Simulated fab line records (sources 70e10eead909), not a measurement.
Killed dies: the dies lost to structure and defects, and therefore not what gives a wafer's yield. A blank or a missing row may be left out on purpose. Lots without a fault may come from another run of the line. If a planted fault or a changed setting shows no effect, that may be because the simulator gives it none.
Problem report in the 8D (eight disciplines) form, filled by code ; flow nand_harc ; the parts of the form that need people (team, actions taken, sign-off) are left out

== 1. THE ISSUE ==
Wafers without a fault read 492.5 W, standard deviation 2.4; rf_fwd_power_W at NHARC_P_GATE_ETCH_104 reads a mean of 551.6 W on 6 wafers belonging to 2 lots. Measured from the usual mean, that is +25 standard deviations.
The step: etches the open film in CF4/CHF3, target depth 60 nm.
First observed at day 7 23:58: wafer L878.3, on rie_diel-12. Wafers with a number at this step in the record: 36, from 12 lots. Rule for "out", or "out of limits": more than 4 standard deviations from the usual mean. All remaining wafers that have a number are taken as sound.

== 2. WHAT IT IS, AND WHAT IT ISN'T ==
question;is;is not
which readings at this step;rf_fwd_power_W;drypump_motor_current_A, rf_vpp_V, showerhead_plenum_p_Torr, throttle_valve_pct
which lots;L878, L882;L873, L874, L875, L877, L879, L889, L892, L893, L894, L895
which wafers of those lots;all that have a number;-
read on which tools;rie_diel-12;rie_diel-02, rie_diel-03
when;from day 7 23:58;"up to then (12 sound wafers); but 18 sound wafers of L879, L889, L892, L893, L894, L895 came after"

== 3. WHAT RULES OUT EACH SUSPECT ==
Counting: a tool at any process step up to the reading remains a suspect when it ran all the lots that are out and ran no sound lot after the first of those.
- rie_diel-11 at NHARC_P_STI_ETCH_31 (etches the open film in CF4/CHF3, target depth 108.9 nm, time 54.5 s): kept. All lots that are out passed through it, beginning with L878 at day 7 04:59, and no sound lot followed; its final sound lot before that point was L875 at day 5 10:40. NHARC_P_STI_ETCH_31: start missing for some lots; hours and lot order therefore follow NHARC_P_GATE_CD_MEAS_11.
- acl_dep-02 at NHARC_P_GATE_HM_DEP_102 (deposits aC, target thk 120 nm): ruled out as a lasting fault. Sound lots L893, L894 ran on it after its first lot that is out, L878 (day 7 22:28).
- rie_diel-12 at NHARC_P_GATE_ETCH_104 (etches the open film in CF4/CHF3, target depth 60 nm): ruled out as a lasting fault. Sound lots L889, L892, L895 ran on it after its first lot that is out, L878 (day 7 23:58).
The count leaves rie_diel-11 at NHARC_P_STI_ETCH_31.

== 4. THE CAUSE (what the simulator had put in) ==
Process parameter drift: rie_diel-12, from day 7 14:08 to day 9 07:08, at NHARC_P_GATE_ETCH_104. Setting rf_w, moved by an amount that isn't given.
Counting ruled it out, wrongly.

== 5. SEQUENCE OF EFFECTS, ordered by route ==
One row per reading whose mean, taken over the struck wafers that have a number, lies over 3 standard deviations from the usual. Readings are gone through only where the record gives a usual standard deviation; hours: the median, over the lots, of the time from a lot's start at the first step in this table giving one to that lot's start at this step; sigmas: the change measured in usual standard deviations.
hours;step;reading;usual;on struck wafers;change;sigmas
0;NHARC_P_GATE_ETCH_104;rf_fwd_power_W;492.5 W;551.6;+59.1;+25
Its process steps:
- NHARC_P_GATE_ETCH_104: etches the open film in CF4/CHF3, target depth 60 nm.

== 6. WHAT WOULD HAVE CAUGHT IT SOONER ==
In this record no reading fell out of limits until day 7 23:58, 10 hours after the fault had begun at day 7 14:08.
